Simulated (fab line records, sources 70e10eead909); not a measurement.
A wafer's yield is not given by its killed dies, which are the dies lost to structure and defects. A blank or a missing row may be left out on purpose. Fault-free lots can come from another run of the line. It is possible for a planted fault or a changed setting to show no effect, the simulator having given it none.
fab line records	flow nandHarc
record lots=6	wafers=14	lastDay=32
route steps=1302 shown A_SGD_CUT@896
lots that met no fault: taken from a fault-free run of the same line
startH: the number of hours between the record's first day and the start of the first shown wafer of the lot	waitH: how many hours have passed since the lot's step before this one	" the same as in the row above	L1.1+2: one row covering several wafers at once	- either no value or no given start	* or withheld: withheld	< > ~ a bound
route shown NAME@n: a module of which the file shows steps, and the number in the route of the first	usual: mean and standard deviation over wafers with no fault	same: alike in all rows	chamber/n: place in a boat	sites: each site's reading	_std_site: how widely they spread, as a standard deviation	_edge_site: inner sites' mean taken away from outer sites' mean	radiusMm: for every site, how far away it sits from the centre of the wafer	mask NAME#n: copy n	behind: the most recent tool/chamber to have shaped the wafer	hold: why the lot went on hold/how many hours it stayed there/how the hold came to an end	device: transistor that didn't switch, given as n, p or np	end of line: tests run on the same wafers once the route is complete	a step with no rows: only its recipe	killed: count of dies lost to structure and defects at first sort (not the wafer's yield)	map: shows each die of a wafer: x if killed, . if not, _ if none is there
set.NAME: the run value of the setting; set.NAME@STEP: its run value at that earlier step	model.NAME: the simulator's own value behind a step, which no gauge read
a table for each step, a row for each wafer; lots at some steps of the route
services: the hour from which a tool's chamber was out of use, counted from the record's first day as startH (under 0 if before that day), plus the number of hours and why
## steps
# step NHARC_A_SGD_CUT_SOFTBAKE_04
# recipe tempC=105	timeS=55
# step NHARC_A_SGD_CUT_EBR_05
# step NHARC_A_SGD_CUT_EXPOSE_06
# recipe na=1.35	doseMj=85.59	maskId=SGD
# step NHARC_A_SGD_CUT_PEB_07
# recipe pebTempC=100	pebTimeS=65
# step NHARC_A_SGD_CUT_DEVELOP_08
# recipe developTimeS=35	devTempC=23
# step NHARC_A_SGD_CUT_CD_MEAS_09
# recipe targetCdNm=100	landingEnergyEv=500
# usual cdNm=100.0/0.54
lot.wafer	tool	chamber	startH	waitH	cdNm
L371.3	cdSem-01	0	476.67	-	99.8
L374.3	cdSem-03	0	487.47	-	100.7
L383.3	cdSem-03	0	593.70	-	100.0
L383.5	"	0	"	"	100.7
L383.6	"	0	"	"	99.9
L382.2	cdSem-03	0	602.67	-	99.9
L382.3	"	0	"	"	100.7
L382.5	"	0	"	"	100.2
L386.1	cdSem-03	0	613.65	-	99.6
L386.4	"	0	"	"	101.1
L386.6	"	0	"	"	100.9
L385.1	cdSem-02	0	613.96	-	99.9
L385.2	"	0	"	"	100.8
L385.3	"	0	"	"	100.2
# step NHARC_A_SGD_CUT_OVL_MEAS_10
# usual overlayXNm=0.2/0.86	overlayYNm=-0.1/0.91
lot.wafer	tool	chamber	startH	waitH	overlayXNm	overlayYNm
L371.3	overlay-01	-	476.75	-	-0.4	-0.3
L374.3	overlay-02	-	487.55	-	0.3	0.7
L383.3	overlay-02	-	593.78	-	-1.5	1.1
L383.5	"	-	"	"	-0.4	-0.2
L383.6	"	-	"	"	-0.1	0.0
L382.2	overlay-02	-	602.76	-	1.1	-2.0
L382.3	"	-	"	"	1.2	-2.4
L382.5	"	-	"	"	0.9	-1.7
L386.1	overlay-01	-	613.74	-	0.0	0.7
L386.4	"	-	"	"	-0.8	0.0
L386.6	"	-	"	"	-0.2	0.5
L385.1	overlay-02	-	614.05	-	0.3	-1.1
L385.2	"	-	"	"	1.2	-0.7
L385.3	"	-	"	"	0.1	-1.3
# step NHARC_A_SGD_CUT_INSPECT_11
# usual rawDefectCount=48/30
lot.wafer	tool	chamber	startH	waitH	rawDefectCount
L371.3	defectInspect-01	-	476.79	0.0	17
L374.3	defectInspect-02	-	487.60	0.1	81
L383.3	defectInspect-02	-	593.82	0.0	49
L383.5	"	-	"	"	59
L383.6	"	-	"	"	69
L382.2	defectInspect-01	-	602.80	0.0	11
L382.3	"	-	"	"	13
L382.5	"	-	"	"	21
L386.1	defectInspect-02	-	613.78	0.0	23
L386.4	"	-	"	"	25
L386.6	"	-	"	"	25
L385.1	defectInspect-01	-	614.09	0.0	48
L385.2	"	-	"	"	51
L385.3	"	-	"	"	58
# step NHARC_A_SGD_CUT_DESCUM_14
# recipe timeS=3	o2FlowSccm=200	arFlowSccm=0	biasPowerW=0	chemistry=O2
# usual drypumpMotorCurrentA=5.7/0.56	oesProductAu=1.001/0.011	rfVppV=57.8/0.87	showerheadPlenumPTorr=1.89/0.065	throttleValvePct=11.312/0.0098
lot.wafer	tool	chamber	startH	waitH	drypumpMotorCurrentA	oesProductAu	rfHoursCounterH	rfVppV	showerheadPlenumPTorr	throttleValvePct
L371.3	rieDiel-13	1	476.88	0.1	5.1	0.994	-	58.2	2.03	11.311
L374.3	rieDiel-13	1	487.66	0.1	5.1	0.991	8	56.6	2.03	11.322
L383.3	rieDiel-10	1	593.90	0.1	5.4	1.012	15	57.0	1.95	11.316
L383.5	"	2	"	"	6.0	1.009	-	56.2	1.85	11.318
L383.6	"	3	"	"	6.2	0.990	-	57.1	1.96	11.320
L382.2	rieDiel-05	0	602.86	0.1	5.0	0.981	0	58.8	1.93	11.320
L382.3	"	3	"	"	5.7	0.988	0	57.7	1.91	11.304
L382.5	"	1	"	"	6.5	1.010	-	57.8	1.79	11.306
L386.1	rieDiel-10	0	613.84	0.1	5.9	1.011	1	58.4	1.85	11.330
L386.4	"	1	"	"	5.4	0.984	1	57.8	1.95	11.325
L386.6	"	0	"	"	5.9	1.000	-	56.6	1.85	11.301
L385.1	rieDiel-13	0	614.16	0.1	6.7	0.995	4	58.2	1.83	11.315
L385.3	"	1	"	"	5.1	1.002	5	57.8	2.03	11.304
L385.2	"	2	"	"	5.3	0.998	5	57.0	1.85	11.312
# step NHARC_A_SGD_CUT_ETCH_58
# recipe targetDepthA=390	overEtchFrac=0.3	timeS=65	ionEnergyEv=80	cf4FlowSccm=150	arFlowSccm=0	rfW=300	biasW=100	chemistry=CF4
# usual drypumpMotorCurrentA=5.7/0.58	oesProductAu=1.003/0.011	rfVppV=151.0/1.1	showerheadPlenumPTorr=1.75/0.058	throttleValvePct=13.284/0.0093
lot.wafer	tool	chamber	startH	waitH	drypumpMotorCurrentA	oesProductAu	rfHoursCounterH	rfVppV	showerheadPlenumPTorr	throttleValvePct
L371.3	rieDiel-13	2	477.02	0.1	5.3	1.013	-	152.0	1.72	13.305
L374.3	rieDiel-13	3	487.75	0.1	6.2	0.987	7	151.8	1.80	13.295
L383.3	rieDiel-10	3	593.97	0.1	6.2	0.998	15	151.5	1.81	13.291
L383.5	"	2	"	"	6.0	1.028	-	150.8	1.71	13.280
L383.6	"	3	"	"	6.2	1.005	-	151.6	1.81	13.282
L382.2	rieDiel-05	2	602.96	0.1	5.2	0.997	0	150.3	1.71	13.299
L382.3	"	3	"	"	5.7	0.985	0	151.2	1.76	13.285
L382.5	"	0	"	"	5.0	0.980	-	150.8	1.78	13.286
L386.1	rieDiel-10	3	613.92	0.1	6.2	1.008	1	152.5	1.81	13.287
L386.4	"	0	"	"	5.9	1.003	1	150.3	1.71	13.297
L386.6	"	0	"	"	5.9	1.001	-	150.6	1.71	13.294
L385.3	rieDiel-13	0	614.23	0.1	6.7	0.991	4	150.5	1.70	13.293
L385.1	"	1	"	"	5.1	0.997	5	153.4	1.87	13.269
L385.2	"	3	"	"	6.2	0.995	4	153.2	1.80	13.289
# step NHARC_A_SGD_CUT_ETCH_59
# recipe targetDepthA=2600	overEtchFrac=0.25	timeS=406.25	ionEnergyEv=200	n2FlowSccm=150	h2FlowSccm=150	arFlowSccm=0	rfW=400	biasW=150	chemistry=N2/H2
# usual drypumpMotorCurrentA=5.8/0.58	h2FlowSccm=150.0/0.47	oesProductAu=1.001/0.012	rfVppV=429.9/2.2	showerheadPlenumPTorr=2.02/0.071	throttleValvePct=14.171/0.009
lot.wafer	tool	chamber	startH	waitH	drypumpMotorCurrentA	h2FlowSccm	oesProductAu	rfHoursCounterH	rfVppV	showerheadPlenumPTorr	throttleValvePct
L371.3	rieDiel-13	1	477.30	0.3	5.1	150.5	0.988	-	434.7	2.17	14.180
L374.3	rieDiel-13	2	-	-	5.3	149.7	1.009	8	428.5	1.98	14.164
L383.3	rieDiel-10	3	-	-	6.3	150.1	0.982	15	433.3	2.09	14.177
L383.6	"	1	"	"	5.4	149.8	1.004	-	431.2	2.08	14.169
L383.5	"	2	"	"	6.1	149.8	1.009	-	428.1	1.97	14.163
L382.3	rieDiel-05	0	-	-	5.0	149.4	0.989	0	430.7	2.05	14.173
L382.2	"	3	"	"	5.7	149.9	0.996	0	430.0	2.03	14.172
L382.5	"	1	"	"	6.5	150.6	1.012	-	426.3	1.91	14.159
L386.4	rieDiel-10	0	-	-	5.9	149.6	1.002	1	427.6	1.97	14.160
L386.1	"	2	"	"	6.0	149.7	1.004	1	428.2	1.97	14.166
L386.6	"	0	"	"	5.9	149.8	1.004	-	427.7	1.97	14.161
L385.3	rieDiel-13	2	-	-	5.3	149.4	1.002	5	429.0	1.98	14.185
L385.1	"	3	"	"	6.3	149.4	0.993	5	430.6	2.08	14.163
L385.2	"	0	"	"	6.7	150.2	0.985	4	428.2	1.95	14.174
# step NHARC_A_SGD_CUT_ETCH_15
# recipe targetDepthA=750	timeS=64.3	ch3fFlowSccm=50	o2FlowSccm=30	arFlowSccm=200	rfW=500	biasW=100	chemistry=CH3F/O2
# usual ch3fFlowSccm=49.99/0.14	drypumpMotorCurrentA=5.8/0.58	oesProductAu=0.962/0.018	rfVppV=263.4/1.4	showerheadPlenumPTorr=2.43/0.084	throttleValvePct=20.661/0.0093
lot.wafer	tool	chamber	startH	waitH	ch3fFlowSccm	drypumpMotorCurrentA	oesProductAu	rfHoursCounterH	rfVppV	showerheadPlenumPTorr	throttleValvePct
L371.3	rieDiel-13	2	477.64	0.3	49.85	5.3	0.957	-	263.0	2.39	20.663
L374.3	rieDiel-13	3	-	-	50.28	6.3	0.953	7	264.9	2.50	20.669
L383.3	rieDiel-10	3	-	-	50.25	6.2	0.954	15	264.8	2.52	20.656
L383.6	"	2	"	"	49.94	6.1	0.975	-	262.5	2.38	20.666
L383.5	"	3	"	"	50.10	6.2	0.954	-	265.8	2.52	20.662
L382.3	rieDiel-05	2	-	-	50.15	5.2	0.977	0	262.6	2.38	20.663
L382.2	"	3	"	"	50.04	5.7	0.961	0	264.3	2.45	20.661
L382.5	"	0	"	"	49.97	5.0	0.954	-	262.5	2.48	20.662
L386.1	rieDiel-10	3	-	-	50.08	6.2	0.980	1	264.6	2.52	20.646
L386.4	"	0	"	"	49.98	5.9	0.970	1	262.1	2.38	20.651
L386.6	"	3	"	"	49.75	6.2	0.973	-	262.9	2.52	20.669
L385.2	rieDiel-13	3	-	-	50.18	6.3	0.948	5	265.1	2.50	20.660
L385.3	"	0	"	"	50.12	6.7	0.942	4	261.8	2.36	20.654
L385.1	"	2	"	"	50.04	5.3	0.970	5	263.0	2.39	20.654
# step NHARC_A_SGD_CUT_ETCH_16
# recipe targetDepthA=3105	timeS=155.2	c4f8FlowSccm=withheld	o2FlowSccm=8	arFlowSccm=withheld	rfW=600	biasW=800	chemistry=C4F8/O2/Ar
# usual oesProductAu=0.975/0.015	rfVppV=722/3.5
lot.wafer	tool	chamber	startH	waitH	oesProductAu	rfHoursCounterH	rfVppV
L371.3	rieDiel-13	2	477.78	0.1	1.041	-	721
L374.3	rieDiel-13	0	488.27	-	1.036	8	719
L383.3	rieDiel-10	0	594.49	-	0.984	15	720
L383.5	"	1	"	"	1.000	-	725
L383.6	"	2	"	"	0.982	-	720
L382.2	rieDiel-05	3	603.43	-	0.972	0	724
L382.3	"	2	"	"	0.974	0	721
L382.5	"	0	"	"	0.962	-	724
L386.1	rieDiel-10	3	614.41	-	0.991	1	726
L386.4	"	2	"	"	0.992	1	719
L386.6	"	0	"	"	0.983	-	720
L385.1	rieDiel-13	3	614.77	-	0.963	5	726
L385.2	"	0	"	"	0.965	4	719
L385.3	"	2	"	"	0.977	5	720
# step NHARC_A_SGD_CUT_STRIP_60
# recipe c4f8FlowSccm=withheld	o2FlowSccm=8	arFlowSccm=withheld	biasW=0	chemistry=C4F8/O2/Ar
## services
tool	chamber	startH	hours	kind
rieDiel-10	0	453.21	-	clean
rieDiel-10	1	453.21	-	clean
rieDiel-10	2	453.21	-	clean
rieDiel-10	3	453.21	-	clean
rieDiel-13	0	470.49	8.1	repair
rieDiel-13	-	471.41	0.2	repair
rieDiel-13	3	476.78	6.5	repair
rieDiel-10	0	477.74	-	clean
rieDiel-10	1	477.74	-	clean
rieDiel-10	2	477.74	-	clean
rieDiel-10	3	477.74	-	clean
rieDiel-10	0	502.24	-	clean
rieDiel-10	1	502.24	-	clean
rieDiel-10	2	502.24	-	clean
rieDiel-10	3	502.24	-	clean
rieDiel-05	1	506.23	16.4	repair
rieDiel-10	1	515.02	2.5	repair
rieDiel-13	-	519.08	9.0	pm
rieDiel-05	3	526.69	4.7	repair
rieDiel-05	1	547.75	3.1	repair
rieDiel-13	-	574.86	1.1	repair
rieDiel-05	-	583.60	9.0	pm
rieDiel-10	-	596.75	9.0	pm
rieDiel-13	2	609.36	2.9	repair
## key
firstSign step=NHARC_A_SGD_CUT_ETCH_16	reading=oesProductAu	direction=up	sigmas=4.3	usual=0.975	struck=1.039
effect none on later readings
metAt NHARC_A_SGD_CUT_ETCH_16
struckWafers L371.3,L374.3
sortLeftOut L371.3,L374.3
testerLeftOut L371,L374
fault kind=processParameterDrift	tool=rieDiel-13	chamber=-	onsetH=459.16	steps=NHARC_A_SGD_CUT_ETCH_16	channel=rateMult	offset=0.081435	shape=step	endH=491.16
# testerLeftOut: of these lots the tester's yield and bins aren't shown, on N5 and GAA mostly nor the transistor test; their killed dies are dies lost to structure and defects alone, not to doping, threshold or leakage, so they don't give the yield
# sortLeftOut: the simulated sort isn't trusted on such a fault, so these wafers' sort isn't shown, and their yield isn't known
